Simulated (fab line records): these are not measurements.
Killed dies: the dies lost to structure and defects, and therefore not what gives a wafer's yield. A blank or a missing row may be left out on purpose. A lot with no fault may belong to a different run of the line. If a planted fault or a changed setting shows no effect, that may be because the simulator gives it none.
Split-lot study :: flow n5Finfet :: route with 1938 steps; 7 lots, 39 wafers read

## SPLIT DETAILS
At N5_FIN_SAQP_HM_DEP_72 (deposits SiO2 from SiH4/N2O, target thk 12 nm, time 7.2 s), the setting targetThkA was moved away from the recipe's 120 angstrom on 9 of the 39 wafers read, by -14.3% to +8.8%. This setting was run at the recipe's value on the other wafers.

## FROM THE SPLIT TO THE READING: what the file shows between them, 2 steps
- N5_FIN_SAQP_ETCH_52: etches SOC in N2/H2, target depth 100 nm, overetch 20 nm, time 150 s (also split here: sourceW)
- N5_FIN_SAQP_STRIP_53: strips in N2/H2

## THE READING
etch.depthNm (the simulator's own value, which no gauge read), in nm, at N5_FIN_SAQP_HM_OPEN_73 (chemistry CHF3/O2, target SiO2, stops on a-Si, target depth 12 nm, time 16.8 s). The file gives no usual value for it. Here, 30 wafers ran the recipe; their average is 11.952 nm with a standard deviation of 0.25 nm.

wafer: L075.2
tool, chamber at the split: pecvd-03, 0
targetThkA as run, angstrom: 120
against the recipe: recipe
etch.depthNm, nm: 11.53
against lot-mates on the recipe: -

wafer: L075.3
tool, chamber at the split: pecvd-03, 1
targetThkA as run, angstrom: 120
against the recipe: recipe
etch.depthNm, nm: 11.89
against lot-mates on the recipe: -

wafer: L075.4
tool, chamber at the split: pecvd-03, 2
targetThkA as run, angstrom: 120
against the recipe: recipe
etch.depthNm, nm: 11.78
against lot-mates on the recipe: -

wafer: L078.1
tool, chamber at the split: pecvd-03, 1
targetThkA as run, angstrom: 120
against the recipe: recipe
etch.depthNm, nm: 11.86
against lot-mates on the recipe: -

wafer: L078.2
tool, chamber at the split: pecvd-03, 2
targetThkA as run, angstrom: 120
against the recipe: recipe
etch.depthNm, nm: 11.71
against lot-mates on the recipe: -

wafer: L078.3
tool, chamber at the split: pecvd-03, 0
targetThkA as run, angstrom: 102.8
against the recipe: -14.3%
etch.depthNm, nm: 9.769
against lot-mates on the recipe: -1.921

wafer: L078.4
tool, chamber at the split: pecvd-03, 2
targetThkA as run, angstrom: 102.8
against the recipe: -14.3%
etch.depthNm, nm: 10.02
against lot-mates on the recipe: -1.670

wafer: L078.5
tool, chamber at the split: pecvd-03, 1
targetThkA as run, angstrom: 102.8
against the recipe: -14.3%
etch.depthNm, nm: 10.56
against lot-mates on the recipe: -1.130

wafer: L078.6
tool, chamber at the split: pecvd-03, 0
targetThkA as run, angstrom: 120
against the recipe: recipe
etch.depthNm, nm: 11.5
against lot-mates on the recipe: -

wafer: L080.1
tool, chamber at the split: pecvd-04, 0
targetThkA as run, angstrom: 120
against the recipe: recipe
etch.depthNm, nm: 11.74
against lot-mates on the recipe: -

wafer: L080.2
tool, chamber at the split: pecvd-04, 2
targetThkA as run, angstrom: 120
against the recipe: recipe
etch.depthNm, nm: 12.29
against lot-mates on the recipe: -

wafer: L080.3
tool, chamber at the split: pecvd-04, 1
targetThkA as run, angstrom: 103.6
against the recipe: -13.7%
etch.depthNm, nm: 10.38
against lot-mates on the recipe: -1.773

wafer: L080.4
tool, chamber at the split: pecvd-04, 2
targetThkA as run, angstrom: 120
against the recipe: recipe
etch.depthNm, nm: 12.43
against lot-mates on the recipe: -

wafer: L080.5
tool, chamber at the split: pecvd-04, 1
targetThkA as run, angstrom: 103.6
against the recipe: -13.7%
etch.depthNm, nm: 10.57
against lot-mates on the recipe: -1.583

wafer: L080.6
tool, chamber at the split: pecvd-04, 0
targetThkA as run, angstrom: 103.6
against the recipe: -13.7%
etch.depthNm, nm: 10.32
against lot-mates on the recipe: -1.833

wafer: L087.1
tool, chamber at the split: pecvd-04, 1
targetThkA as run, angstrom: 120
against the recipe: recipe
etch.depthNm, nm: 11.94
against lot-mates on the recipe: -

wafer: L087.2
tool, chamber at the split: pecvd-04, 2
targetThkA as run, angstrom: 120
against the recipe: recipe
etch.depthNm, nm: 11.95
against lot-mates on the recipe: -

wafer: L087.3
tool, chamber at the split: pecvd-04, 0
targetThkA as run, angstrom: 120
against the recipe: recipe
etch.depthNm, nm: 11.66
against lot-mates on the recipe: -

wafer: L087.4
tool, chamber at the split: pecvd-04, 2
targetThkA as run, angstrom: 120
against the recipe: recipe
etch.depthNm, nm: 12.14
against lot-mates on the recipe: -

wafer: L087.5
tool, chamber at the split: pecvd-04, 0
targetThkA as run, angstrom: 120
against the recipe: recipe
etch.depthNm, nm: 11.78
against lot-mates on the recipe: -

wafer: L087.6
tool, chamber at the split: pecvd-04, 1
targetThkA as run, angstrom: 120
against the recipe: recipe
etch.depthNm, nm: 11.97
against lot-mates on the recipe: -

wafer: L092.1
tool, chamber at the split: pecvd-03, 1
targetThkA as run, angstrom: 120
against the recipe: recipe
etch.depthNm, nm: 11.92
against lot-mates on the recipe: -

wafer: L092.2
tool, chamber at the split: pecvd-03, 2
targetThkA as run, angstrom: 120
against the recipe: recipe
etch.depthNm, nm: 11.69
against lot-mates on the recipe: -

wafer: L092.3
tool, chamber at the split: pecvd-03, 0
targetThkA as run, angstrom: 120
against the recipe: recipe
etch.depthNm, nm: 11.71
against lot-mates on the recipe: -

wafer: L092.4
tool, chamber at the split: pecvd-03, 0
targetThkA as run, angstrom: 120
against the recipe: recipe
etch.depthNm, nm: 11.85
against lot-mates on the recipe: -

wafer: L092.5
tool, chamber at the split: pecvd-03, 1
targetThkA as run, angstrom: 120
against the recipe: recipe
etch.depthNm, nm: 12.07
against lot-mates on the recipe: -

wafer: L092.6
tool, chamber at the split: pecvd-03, 2
targetThkA as run, angstrom: 120
against the recipe: recipe
etch.depthNm, nm: 11.94
against lot-mates on the recipe: -

wafer: L093.1
tool, chamber at the split: pecvd-02, 1
targetThkA as run, angstrom: 120
against the recipe: recipe
etch.depthNm, nm: 12.03
against lot-mates on the recipe: -

wafer: L093.2
tool, chamber at the split: pecvd-02, 2
targetThkA as run, angstrom: 120
against the recipe: recipe
etch.depthNm, nm: 12.33
against lot-mates on the recipe: -

wafer: L093.3
tool, chamber at the split: pecvd-02, 0
targetThkA as run, angstrom: 120
against the recipe: recipe
etch.depthNm, nm: 11.94
against lot-mates on the recipe: -

wafer: L093.4
tool, chamber at the split: pecvd-02, 0
targetThkA as run, angstrom: 120
against the recipe: recipe
etch.depthNm, nm: 12.3
against lot-mates on the recipe: -

wafer: L093.5
tool, chamber at the split: pecvd-02, 2
targetThkA as run, angstrom: 120
against the recipe: recipe
etch.depthNm, nm: 12.48
against lot-mates on the recipe: -

wafer: L093.6
tool, chamber at the split: pecvd-02, 1
targetThkA as run, angstrom: 120
against the recipe: recipe
etch.depthNm, nm: 12.36
against lot-mates on the recipe: -

wafer: L094.1
tool, chamber at the split: pecvd-04, 2
targetThkA as run, angstrom: 120
against the recipe: recipe
etch.depthNm, nm: 12
against lot-mates on the recipe: -

wafer: L094.2
tool, chamber at the split: pecvd-04, 0
targetThkA as run, angstrom: 130.6
against the recipe: +8.8%
etch.depthNm, nm: 12.65
against lot-mates on the recipe: +0.730

wafer: L094.3
tool, chamber at the split: pecvd-04, 1
targetThkA as run, angstrom: 120
against the recipe: recipe
etch.depthNm, nm: 11.87
against lot-mates on the recipe: -

wafer: L094.4
tool, chamber at the split: pecvd-04, 2
targetThkA as run, angstrom: 130.6
against the recipe: +8.8%
etch.depthNm, nm: 13.45
against lot-mates on the recipe: +1.530

wafer: L094.5
tool, chamber at the split: pecvd-04, 1
targetThkA as run, angstrom: 130.6
against the recipe: +8.8%
etch.depthNm, nm: 12.92
against lot-mates on the recipe: +1.000

wafer: L094.6
tool, chamber at the split: pecvd-04, 0
targetThkA as run, angstrom: 120
against the recipe: recipe
etch.depthNm, nm: 11.89
against lot-mates on the recipe: -

FIT RESULTS
A straight line over all 39 wafers: etch.depthNm changes by +0.12 nm for each +1% of targetThkA; r = +0.94; the points scatter about the line by 0.27 nm.
The same after taking each lot's own level away (the mean of its wafers on the recipe; 39 wafers): +0.119 nm for each +1%; r = +0.96; scatter 0.21 nm.
On that fit, the largest move of targetThkA shifts the reading by 1.7 nm.
Measured against the standard deviation above, the lots' own levels, which go from 11.6900 to 12.2400 nm, span 2.2 times it.
So the lot-to-lot level changes the slope little: the two slopes agree.
Check: -1.66 nm against its lot-mates is what the line predicts for one of the wafers moved furthest among these (-14.3%) when that wafer is left out of the fit. Against them it came out at -1.92 nm.

## OTHER SPLITS APPLIED TO THESE WAFERS
Other splits were also applied to these wafers ahead of the reading. Each is held against what the fit with the lots' levels taken away leaves over:
other split on the same wafers: N5_FIN_SAQP_ETCH_52 sourceW
wafers away from the commonest value: 12
r with etch.depthNm (lot level and that fit taken away): +0.13

## THE WHOLE CHAIN: every reading that the file lists as answering this split, in the file's order
step: N5_FIN_SAQP_HM_DEP_72
what it does: deposits SiO2 from SiH4/N2O, target thk 12 nm, time 7.2 s
reading: SiO2_of_FIN_SAQP_HM_DEP_72.thkNm (the simulator's own value, which no gauge read)
change (the file's fit): +0.119 nm for each +1% of the setting
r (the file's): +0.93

step: N5_FIN_SAQP_HM_OPEN_73
what it does: chemistry CHF3/O2, target SiO2, stops on a-Si, target depth 12 nm, time 16.8 s
reading: etch.depthNm (the simulator's own value, which no gauge read)
change (the file's fit): +0.119 nm for each +1% of the setting
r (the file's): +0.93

## THE FILE'S OWN FIT
etch.depthNm changes by +0.119 nm for each +1% of targetThkA, r = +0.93.
